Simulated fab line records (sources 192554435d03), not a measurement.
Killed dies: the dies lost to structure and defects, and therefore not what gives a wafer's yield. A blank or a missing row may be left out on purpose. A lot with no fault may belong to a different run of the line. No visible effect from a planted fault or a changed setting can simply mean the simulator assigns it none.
fab line records | flow n5_finfet | part 1 of 2: steps 1 to 4 of 6
record: lots: 24 wafers: 72 last_day: 17
route steps=1938 shown BEOL_M3@1008 BEOL_M4@1034
lots with no fault: from the same line, run without faults
start_h: hours from the record's opening day to when the first of the lot's shown wafers began | wait_h: how many hours have passed since the lot's step before this one | " the same as in the row above | L1.1+2: a row that stands for several wafers | - no value, or no start given | * or withheld: withheld | < > ~ a bound
route shown NAME@n: a module of which the file shows steps, and the number in the route of the first | usual: mean/standard deviation of fault-free wafers | same: alike in all rows | chamber/n: place in a boat | sites: each site's reading | _std_site: standard deviation across them | _edge_site: inner sites' mean taken away from outer sites' mean | radius_mm: for every site, how far away it sits from the centre of the wafer | mask NAME#n: copy n | behind: the tool/chamber that last shaped the wafer | hold: what put the lot on hold/how long, in hours/how the hold closed | device: the transistor (n, p or np) that didn't switch | end of line: at the end of the route, the tests of the same wafers | a step with no rows: only its recipe | killed: dies that structure and defects cost at the first sort, which is not the same as the wafer's yield | map: per-die view of a wafer (x killed, . not killed, _ where there is no die)
set.NAME: setting as actually run; set.NAME@STEP: the setting as run at that earlier step | model.NAME: the simulator's own value behind a step, which no gauge read
route steps across a sampled set of lots; one table per step, one row per wafer
services: when a tool's chamber went out of use (start_h, in hours from the record's first day, below 0 if earlier), for how many hours, and the reason
== steps ==
step: N5_BEOL_M3_SPUTTER_94
recipe: material: Cu target_thk_a: 45 temp_c: -20 chamber_pressure_pa: 0.07 power_w: withheld time_s: 8.29
usual: chuck_gas_flow_sccm: 1.28/0.05 chuck_sensor_temp_C: -16.1/0.37 susceptor_temp_C: -20.00/0.11 throttle_valve_pct: 29.7/0.82
columns lot.wafer tool chamber start_h wait_h chuck_gas_flow_sccm chuck_sensor_temp_C susceptor_temp_C throttle_valve_pct
L075.2 pvd_sputter-02 - 161.29 0.1 1.32 -16.9 -20.06 29.6
L075.5 " - " " 1.32 -16.2 -19.84 30.8
L075.6 " - " " 1.22 -15.9 -20.36 28.9
L076.3 pvd_sputter-03 - 165.06 0.1 1.18 -15.8 -19.94 30.5
L076.4 " - " " 1.18 -15.9 -19.80 30.7
L076.6 " - " " 1.21 -15.9 -19.95 30.1
L077.2 pvd_sputter-03 - 167.30 0.1 1.28 -16.1 -19.98 29.8
L077.4 " - " " 1.21 -16.3 -19.98 29.5
L077.6 " - " " 1.24 -15.7 -19.96 30.3
L074.1 pvd_sputter-02 - 175.93 0.1 1.23 -16.0 -19.98 28.9
L074.3 " - " " 1.27 -16.9 -19.77 29.6
L074.5 " - " " 1.32 -16.8 -20.16 29.5
L079.1 pvd_sputter-02 - 181.06 0.1 1.26 -17.0 -20.06 29.4
L079.3 " - " " 1.33 -16.0 -19.82 30.6
L079.5 " - " " 1.37 -16.2 -19.95 30.9
L078.4 pvd_sputter-01 - 181.16 0.1 1.21 -16.1 -19.99 29.6
L078.5 " - " " 1.20 -15.9 -20.09 29.8
L078.6 " - " " 1.34 -15.9 -19.95 27.4
L080.2 pvd_sputter-01 - 185.12 0.1 1.24 -15.4 -19.94 29.6
L080.3 " - " " 1.27 -16.5 -20.15 29.4
L080.6 " - " " 1.33 -16.6 -20.10 29.6
L081.1 pvd_sputter-03 - 193.90 0.1 1.25 -16.3 -19.84 28.9
L081.4 " - " " 1.30 -16.1 -20.16 29.7
L081.5 " - " " 1.29 -16.4 -19.86 28.9
L082.2 pvd_sputter-02 - 201.38 0.1 1.33 -17.0 -19.89 29.5
L082.4 " - " " 1.28 -16.2 -20.09 30.9
L082.5 " - " " 1.23 -16.1 -20.08 30.8
L083.1 pvd_sputter-03 - 213.55 0.1 1.21 -16.0 -19.95 29.7
L083.3 " - " " 1.28 -15.8 -19.91 30.3
L083.4 " - " " 1.35 -15.4 -20.02 30.4
L084.1 pvd_sputter-01 - 220.00 0.1 1.26 -15.8 -20.13 27.6
L084.2 " - " " 1.25 -16.5 -19.99 29.7
L084.4 " - " " 1.29 -15.5 -19.89 29.6
L085.2 pvd_sputter-01 - 222.28 0.1 1.29 -16.4 -19.95 29.5
L085.3 " - " " 1.32 -15.5 -20.15 29.4
L085.6 " - " " 1.26 -16.5 -20.00 29.4
L086.2 pvd_sputter-03 - 231.87 0.1 1.31 -15.8 -20.02 30.2
L086.4 " - " " 1.26 -16.1 -20.07 29.6
L086.5 " - " " 1.20 -16.1 -20.07 30.4
L087.1 pvd_sputter-02 - 236.66 0.1 1.26 -16.8 -20.05 29.7
L087.5 " - " " 1.21 -15.9 -19.93 29.1
L087.6 " - " " 1.27 -16.8 -19.86 29.4
L088.4 pvd_sputter-02 - 239.92 0.1 1.22 -16.2 -19.92 30.6
L088.5 " - " " 1.36 -16.8 -20.16 29.1
L088.6 " - " " 1.32 -15.9 -19.88 30.7
L089.2 pvd_sputter-01 - 247.41 0.1 1.24 -16.1 -19.99 29.8
L089.5 " - " " 1.23 -15.3 -19.98 29.7
L089.6 " - " " 1.23 -15.7 -20.08 27.5
L091.2 pvd_sputter-03 - 256.10 0.1 1.18 -15.7 -20.28 30.5
L091.5 " - " " 1.18 -16.0 -20.10 30.4
L091.6 " - " " 1.29 -16.1 -19.96 29.6
L090.2 pvd_sputter-02 - 256.25 0.1 1.26 -16.6 -19.78 29.6
L090.3 " - " " 1.36 -15.8 -19.86 30.3
L090.5 " - " " 1.25 -16.0 -20.03 30.6
L092.2 pvd_sputter-03 - 264.08 0.1 1.35 -15.8 -20.04 30.3
L092.4 " - " " 1.25 -15.8 -20.10 30.1
L092.5 " - " " 1.28 -15.9 -20.00 30.0
L094.2 pvd_sputter-03 - 272.92 0.1 1.30 -16.1 -20.07 28.9
L094.3 " - " " 1.36 -15.8 -19.96 30.6
L094.5 " - " " 1.35 -15.8 -20.01 30.3
L093.2 pvd_sputter-02 - 273.10 0.1 1.30 -15.8 -20.03 30.5
L093.3 " - " " 1.32 -16.3 -19.94 30.9
L093.6 " - " " 1.23 -15.9 -19.99 29.0
L095.2 pvd_sputter-03 - 285.83 0.1 1.34 -16.2 -20.12 29.5
L095.4 " - " " 1.35 -16.2 -20.05 28.9
L095.5 " - " " 1.27 -16.4 -20.16 28.8
L096.1 pvd_sputter-01 - 288.55 0.1 1.18 -15.4 -20.14 29.5
L096.4 " - " " 1.30 -15.6 -19.99 27.7
L096.6 " - " " 1.26 -15.3 -20.24 29.6
L097.3 pvd_sputter-02 - 291.14 0.1 1.25 -16.8 -20.15 29.5
L097.4 " - " " 1.19 -15.8 -20.08 30.6
L097.6 " - " " 1.35 -16.2 -19.95 30.8
step: N5_BEOL_M3_THK_MEAS_53
recipe: thk_meas_gauge: xrf reads: Cu_of_BEOL_M3_ECD_50
usual: M3_THK: 40.3/2
columns lot.wafer tool chamber start_h wait_h M3_THK[nm]
L075.2 film_metro-02 - 164.12 - 38.0
L075.5 " - " " 41.3
L075.6 " - " " 39.1
L076.3 film_metro-01 - 166.07 - 42.4
L076.4 " - " " 38.7
L076.6 " - " " 39.8
L077.2 film_metro-02 - 168.31 - 39.2
L077.4 " - " " 38.7
L077.6 " - " " 39.3
L074.1 film_metro-02 - 176.96 - 39.6
L074.3 " - " " 38.3
L074.5 " - " " 38.2
L079.1 film_metro-01 - 182.07 - 40.0
L079.3 " - " " 37.0
L079.5 " - " " 43.8
L078.4 film_metro-02 - 182.17 - 42.2
L078.5 " - " " 37.4
L078.6 " - " " 42.1
L080.2 film_metro-02 - 186.22 - 40.6
L080.3 " - " " 37.9
L080.6 " - " " 42.6
L081.1 film_metro-02 - 195.39 - 40.6
L081.4 " - " " 38.4
L081.5 " - " " 40.7
L082.2 film_metro-01 - 202.41 - 40.4
L082.4 " - " " 40.8
L082.5 " - " " 40.3
L083.1 film_metro-02 - 214.61 - 38.0
L083.3 " - " " 39.9
L083.4 " - " " 43.3
L084.1 film_metro-02 - 221.28 - 39.7
L084.2 " - " " 43.2
L084.4 " - " " 44.8
L085.2 film_metro-01 - 223.29 - 38.7
L085.3 " - " " 41.8
L085.6 " - " " 42.0
L086.2 film_metro-01 - 232.88 - 38.0
L086.4 " - " " 42.7
L086.5 " - " " 41.1
L087.1 film_metro-01 - 237.77 - 37.8
L087.5 " - " " 40.7
L087.6 " - " " 40.5
L088.4 film_metro-02 - 240.93 - 40.4
L088.5 " - " " 41.5
L088.6 " - " " 44.3
L089.2 film_metro-02 - 248.42 - 39.9
L089.5 " - " " 41.4
L089.6 " - " " 39.8
L091.2 film_metro-02 - 257.10 - 36.2
L091.5 " - " " 39.2
L091.6 " - " " 40.6
L090.2 film_metro-02 - 257.72 - 38.5
L090.3 " - " " 40.8
L090.5 " - " " 40.9
L092.2 film_metro-01 - 265.08 - 37.6
L092.4 " - " " 42.4
L092.5 " - " " 40.9
L094.2 film_metro-02 - 273.92 - 38.5
L094.3 " - " " 39.6
L094.5 " - " " 43.8
L093.2 film_metro-01 - 274.14 - 43.2
L093.3 " - " " 38.7
L093.6 " - " " 41.1
L095.2 film_metro-02 - 286.84 - 42.4
L095.4 " - " " 42.4
L095.5 " - " " 40.8
L096.1 film_metro-02 - 289.56 - 39.5
L096.4 " - " " 39.9
L096.6 " - " " 42.1
L097.3 film_metro-01 - 292.15 - 36.8
L097.4 " - " " 41.7
L097.6 " - " " 37.9
step: N5_BEOL_M4_CD_MEAS_11
recipe: target_cd_nm: 16.79 landing_energy_ev: 500 detector: se_inlens polarity: opening
usual: cd_nm: 16.70/0.27
same: landing_energy_ev: 500
columns lot.wafer tool chamber start_h wait_h cd_nm
L075.2 cd_sem-03 0 165.58 - 16.64
L075.5 " 0 " " 16.91
L075.6 " 0 " " 17.01
L076.3 cd_sem-02 0 169.50 - 16.97
L076.4 " 0 " " 16.96
L076.6 " 0 " " 16.77
L077.2 cd_sem-02 0 170.02 - 16.16
L077.4 " 0 " " 16.25
L077.6 " 0 " " 16.74
L074.1 cd_sem-03 0 177.84 - 16.72
L074.3 " 0 " " 16.66
L074.5 " 0 " " 16.95
L079.1 cd_sem-02 0 183.10 - 16.90
L079.3 " 0 " " 16.73
L079.5 " 0 " " 16.96
L078.4 cd_sem-02 0 183.72 - 16.97
L078.5 " 0 " " 16.67
L078.6 " 0 " " 17.38
L080.2 cd_sem-02 0 191.16 - 16.86
L080.3 " 0 " " 16.68
L080.6 " 0 " " 16.83
L081.1 cd_sem-02 0 198.27 - 16.85
L081.4 " 0 " " 17.14
L081.5 " 0 " " 16.38
L082.2 cd_sem-01 0 203.65 - 16.64
L082.4 " 0 " " 16.33
L082.5 " 0 " " 16.90
L083.1 cd_sem-03 0 215.97 - 16.74
L083.3 " 0 " " 16.67
L083.4 " 0 " " 16.62
L084.1 cd_sem-02 0 223.34 - 16.24
L084.2 " 0 " " 16.98
L084.4 " 0 " " 16.81
L085.2 cd_sem-03 0 224.34 - 17.02
L085.3 " 0 " " 17.02
L085.6 " 0 " " 16.78
L086.2 cd_sem-02 0 234.31 - 16.20
L086.4 " 0 " " 16.44
L086.5 " 0 " " 16.37
L087.1 cd_sem-03 0 239.04 - 16.79
L087.5 " 0 " " 16.86
L087.6 " 0 " " 16.83
L088.4 cd_sem-01 0 242.39 - 16.34
L088.5 " 0 " " 16.68
L088.6 " 0 " " 16.39
L089.2 cd_sem-02 0 250.12 - 16.54
L089.5 " 0 " " 16.64
L089.6 " 0 " " 16.15
L091.2 cd_sem-01 0 258.92 - 17.20
L091.5 " 0 " " 17.09
L091.6 " 0 " " 17.18
L090.2 cd_sem-03 0 259.24 - 16.88
L090.3 " 0 " " 16.47
L090.5 " 0 " " 17.03
L092.2 cd_sem-03 0 267.54 - 16.88
L092.4 " 0 " " 17.06
L092.5 " 0 " " 16.71
L094.2 cd_sem-03 0 277.31 - 16.35
L094.3 " 0 " " 16.15
L094.5 " 0 " " 16.16
L093.2 cd_sem-02 0 277.47 - 16.67
L093.3 " 0 " " 16.71
L093.6 " 0 " " 17.04
L095.2 cd_sem-03 0 287.87 - 16.96
L095.4 " 0 " " 16.73
L095.5 " 0 " " 16.36
L096.1 cd_sem-01 0 293.28 - 16.75
L096.4 " 0 " " 16.62
L096.6 " 0 " " 16.32
L097.3 cd_sem-03 0 294.18 - 16.45
L097.4 " 0 " " 16.58
L097.6 " 0 " " 16.93
step: N5_BEOL_M4_ETCH_74
recipe: chemistry: N2/H2 target: underlayer target_depth_a: 65 mask_material: CAR-EUV time_s: 5.2 ion_energy_ev: 200 pressure_mtorr: 30 source_w: 840 bias_w: 150 n2_flow_sccm: 200 h2_flow_sccm: 200 ends: cleared
usual: drypump_motor_current_A: 5.5/0.51 etch_rf_on_time_s: 5.26/0.2 oes_product_au: 0.69/0.085 rf_fwd_power_W: 819.4/2.4 rf_vpp_V: 523.6/2.2 showerhead_plenum_p_Torr: 2.53/0.07 throttle_valve_pct: 17.89/0.2
columns lot.wafer tool chamber start_h wait_h drypump_motor_current_A etch_rf_on_time_s oes_product_au rf_fwd_power_W rf_hours_counter_h rf_vpp_V showerhead_plenum_p_Torr throttle_valve_pct
L075.2 rie_diel-03 1 165.74 0.0 5.9 5.02 0.83 821.5 8 520.7 2.48 17.64
L075.5 " 1 " " 5.9 5.10 0.81 815.5 - 521.5 2.48 17.67
L075.6 " 3 " " 5.5 5.34 0.59 820.7 - 529.5 2.64 18.40
L076.3 rie_diel-06 0 169.65 0.0 5.3 5.06 0.78 821.0 29 524.1 2.61 17.61
L076.4 " 1 " " 5.9 5.56 0.56 822.0 - 524.4 2.48 18.01
L076.6 " 3 " " 4.9 5.35 0.59 821.6 - 526.0 2.63 18.05
L077.2 rie_diel-05 1 170.22 0.0 5.1 5.17 0.74 817.6 30 525.2 2.59 17.61
L077.4 " 2 " " 4.8 5.05 0.64 820.4 164 519.7 2.41 17.90
L077.6 " 3 " " 6.1 5.52 0.60 819.8 - 523.4 2.53 18.19
L074.1 rie_diel-03 2 178.42 0.0 5.8 5.03 0.78 820.9 40 524.4 2.61 17.94
L074.3 " 0 " " 6.3 5.35 0.83 824.0 2 522.0 2.51 17.87
L074.5 " 1 " " 5.9 5.11 0.80 818.6 - 524.1 2.48 17.66
L079.1 rie_diel-05 3 183.43 0.0 6.1 5.52 0.58 821.2 200 524.5 2.53 18.15
L079.3 " 2 " " 4.9 5.00 0.63 819.3 169 521.3 2.41 17.91
L079.5 " 3 " " 6.1 5.51 0.59 819.8 - 523.0 2.53 18.19
L078.4 rie_diel-05 1 183.87 0.0 5.1 5.19 0.73 820.4 36 524.0 2.58 17.64
L078.5 " 0 " " 5.9 5.15 0.75 821.8 - 525.0 2.46 17.68
L078.6 " 3 " " 6.1 5.61 0.59 818.4 - 523.8 2.53 18.19
L080.2 rie_diel-06 2 191.32 0.0 4.7 5.15 0.82 821.0 1 522.1 2.49 17.67
L080.3 " 1 " " 5.9 5.55 0.56 824.6 238 523.3 2.47 18.06
L080.6 " 1 " " 5.9 5.50 0.56 819.2 - 523.2 2.47 18.04
L081.1 rie_diel-03 1 198.69 0.0 5.9 5.09 0.78 819.8 21 522.9 2.48 17.68
L081.4 " 2 " " 5.8 5.13 0.75 824.0 47 522.7 2.61 17.96
L081.5 " 2 " " 5.8 5.09 0.76 823.9 - 524.0 2.61 17.95
L082.2 rie_diel-05 1 203.82 0.0 5.1 5.27 0.71 816.2 42 523.6 2.58 17.65
L082.4 " 0 " " 5.9 5.13 0.74 815.9 52 521.7 2.46 17.68
L082.5 " 2 " " 4.8 5.12 0.63 819.9 - 519.6 2.41 17.92
L083.1 rie_diel-03 1 216.13 0.0 5.9 5.06 0.78 822.2 27 521.5 2.47 17.67
L083.3 " 0 " " 6.3 5.29 0.78 814.6 15 522.0 2.50 17.90
L083.4 " 2 " " 5.8 5.02 0.74 817.7 - 525.6 2.60 17.98
L084.1 rie_diel-05 3 223.52 0.0 6.1 5.67 0.58 818.6 214 521.9 2.52 18.20
L084.2 " 1 " " 5.1 5.24 0.71 816.6 49 525.3 2.58 17.69
L084.4 " 0 " " 5.9 5.12 0.73 818.0 - 519.7 2.46 17.71
L085.2 rie_diel-05 0 225.16 0.0 5.9 5.10 0.73 821.3 60 522.4 2.45 17.71
L085.3 " 1 " " 5.1 5.26 0.70 815.7 50 524.9 2.58 17.68
L085.6 " 0 " " 5.9 5.18 0.73 819.3 - 521.0 2.45 17.71
L086.2 rie_diel-03 2 235.75 0.0 5.8 5.04 0.76 822.7 64 526.3 2.60 17.96
L086.4 " 0 " " 6.3 5.33 0.78 819.3 22 523.3 2.50 17.92
L086.5 " 3 " " 5.5 5.41 0.80 818.4 - 524.3 2.63 17.98
L087.1 rie_diel-06 2 239.19 0.0 4.7 5.21 0.78 819.1 11 524.4 2.48 17.67
L087.5 " 1 " " 5.8 5.48 0.56 822.1 - 523.5 2.47 18.06
L087.6 " 0 " " 5.3 4.94 0.75 824.0 - 525.1 2.60 17.69
L088.4 rie_diel-03 3 242.72 0.0 5.5 5.42 0.79 825.0 8 526.6 2.63 17.97
L088.5 " 1 " " 5.9 5.12 0.74 815.9 - 521.8 2.47 17.72
L088.6 " 2 " " 5.8 5.11 0.74 819.2 - 528.0 2.60 18.01
L089.2 rie_diel-06 0 250.28 0.0 5.2 5.00 0.75 814.8 58 524.0 2.59 17.74
L089.5 " 0 " " 5.3 5.03 0.73 819.4 - 525.4 2.59 17.65
L089.6 " 3 " " 4.8 5.48 0.56 817.1 - 525.1 2.61 18.06
L091.2 rie_diel-05 0 259.07 0.0 5.9 5.14 0.72 818.5 75 521.3 2.45 17.73
L091.5 " 3 " " 6.0 5.51 0.57 818.0 - 520.5 2.52 18.22
L091.6 " 0 " " 5.9 5.08 0.71 817.1 - 522.7 2.45 17.73
L090.2 rie_diel-06 0 259.41 0.0 5.2 5.05 0.73 824.4 62 523.5 2.59 17.69
L090.3 " 2 " " 4.7 5.25 0.76 819.5 22 524.0 2.48 17.70
L090.5 " 3 " " 4.8 5.51 0.56 818.8 - 526.1 2.61 18.07
L092.2 rie_diel-06 0 267.69 0.0 5.3 5.03 0.72 819.1 66 524.0 2.59 17.69
L092.4 " 2 " " 4.7 5.20 0.76 814.6 25 519.9 2.48 17.72
L092.5 " 2 " " 4.7 5.22 0.75 818.1 - 521.7 2.47 17.69
L094.2 rie_diel-03 0 278.22 0.0 6.3 5.34 0.74 820.0 38 520.5 2.49 17.96
L094.3 " 3 " " 5.5 5.47 0.74 818.0 22 526.2 2.62 17.99
L094.5 " 2 " " 5.8 5.09 0.73 820.5 - 525.6 2.59 18.02
L093.2 rie_diel-05 3 278.44 0.0 6.1 5.64 0.57 823.5 237 522.4 2.52 18.22
L093.3 " 1 " " 5.1 5.28 0.67 820.6 72 524.9 2.57 17.70
L093.6 " 1 " " 5.1 5.25 0.68 817.3 - 525.5 2.57 17.74
L095.2 rie_diel-05 0 288.03 0.0 5.9 5.22 0.69 814.8 84 522.7 2.44 17.72
L095.4 " 3 " " 6.1 5.70 0.55 820.5 239 521.9 2.52 18.26
L095.5 " 2 " " 4.8 5.07 0.61 822.3 - 519.4 2.40 17.97
L096.1 rie_diel-03 3 293.59 0.0 5.5 5.60 0.73 820.7 27 525.6 2.62 18.04
L096.4 " 1 " " 5.8 5.15 0.73 822.5 53 524.8 2.46 17.72
L096.6 " 3 " " 5.5 5.56 0.74 813.5 - 525.4 2.62 18.01
L097.3 rie_diel-06 1 294.34 0.0 5.9 5.46 0.76 817.8 12 522.6 2.46 17.70
L097.4 " 3 " " 4.8 5.50 0.55 819.0 250 524.6 2.61 18.14
L097.6 " 3 " " 4.8 5.50 0.55 818.8 - 525.4 2.61 18.13
